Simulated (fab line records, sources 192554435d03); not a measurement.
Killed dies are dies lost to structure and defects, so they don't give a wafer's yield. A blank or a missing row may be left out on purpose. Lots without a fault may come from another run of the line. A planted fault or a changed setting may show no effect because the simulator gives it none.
One fault seen from 2 desks | flow n5_finfet | each desk has only its own numbers; what lay behind them comes last

THE TOOL OWNER'S DESK: rie_diel-05
The tool's own readings at N5_BEOL_M6_ETCH_61 (etches SiARC in CF4, target depth 45.5 nm, time 75.8 s): means of the sampled wafers that have a number, for each lot that ran on this tool. A lot is out of limits, marked OUT, if its mean lies more than 4 standard deviations from the usual mean; the brackets give that distance.
Columns: A = drypump_motor_current_A at N5_BEOL_M6_ETCH_61, usual 5.6 A; B = etch_rf_on_time_s at N5_BEOL_M6_ETCH_61, usual 75.1 s; C = oes_product_au at N5_BEOL_M6_ETCH_61, usual 0.69 a.u.; D = rf_vpp_V at N5_BEOL_M6_ETCH_61, usual 183.9 V; E = showerhead_plenum_p_Torr at N5_BEOL_M6_ETCH_61, usual 2.13 Torr; F = throttle_valve_pct at N5_BEOL_M6_ETCH_61, usual 15.58 %
lot  | first seen here | A   | B              | C               | D     | E    | F
L736 | day 8 16:50     | 5.6 | 73.3           | 0.76            | 184.6 | 2.18 | 15.50
L742 | day 10 09:54    | 5.5 | 74.8           | 0.74            | 185.0 | 2.18 | 15.38
L748 | day 11 16:51    | 5.5 | 44.2 (-28) OUT | 1.02 (+5.2) OUT | 183.8 | 2.21 | 15.40
L750 | day 12 05:42    | 5.6 | 59.3 (-14) OUT | 0.84            | 183.9 | 2.08 | 15.62
L749 | day 12 11:43    | 5.3 | 59.0 (-15) OUT | 0.85            | 183.4 | 2.17 | 15.68
This desk's finding: out of limits on L748, L749, L750; first on L748, day 11 16:51 (etch_rf_on_time_s at N5_BEOL_M6_ETCH_61). In limits: L736, L742.

THE METROLOGY DESK
What the gauges read, lot by lot, whatever tool the lot ran on: means of the sampled wafers that have a number. A lot is out of limits, marked OUT, if its mean lies more than 4 standard deviations from the usual mean; the brackets give that distance.
Columns: A = M6_ILD_THK at N5_BEOL_M6_THK_MEAS_01, usual 155.5 nm
lot  | first seen here | A
L735 | day 8 09:04     | 157.3
L736 | day 8 15:41     | 154.9
L739 | day 9 14:55     | 154.6
L740 | day 9 16:01     | 153.7
L742 | day 10 07:43    | 155.0
L748 | day 11 15:32    | 154.4
L750 | day 12 04:04    | 156.1
L749 | day 12 10:37    | 156.0
L754 | day 13 02:23    | 154.8
L756 | day 13 13:10    | 156.2
L758 | day 14 21:31    | 155.0
This desk's finding: nothing out of limits on any of the 11 lots.

PUT TOGETHER
The tool owner's desk could have raised an alarm at day 11 16:51, on L748, L749, L750.
The metrology desk saw nothing out of limits.
The metrology desk has L748, L749, L750 on record, within its limits.
Of the lots named, all ran N5_BEOL_M6_ETCH_61 on rie_diel-05.

WHAT THE SIMULATOR HAD PUT IN
Process parameter drift: rie_diel-05, from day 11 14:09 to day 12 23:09, at N5_BEOL_M6_ETCH_61. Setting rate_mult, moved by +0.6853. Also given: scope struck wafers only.
Lots struck among those shown: L748, L749, L750.
Hours from the fault's start to each desk's first reading out of limits: the tool owner's desk, 3.
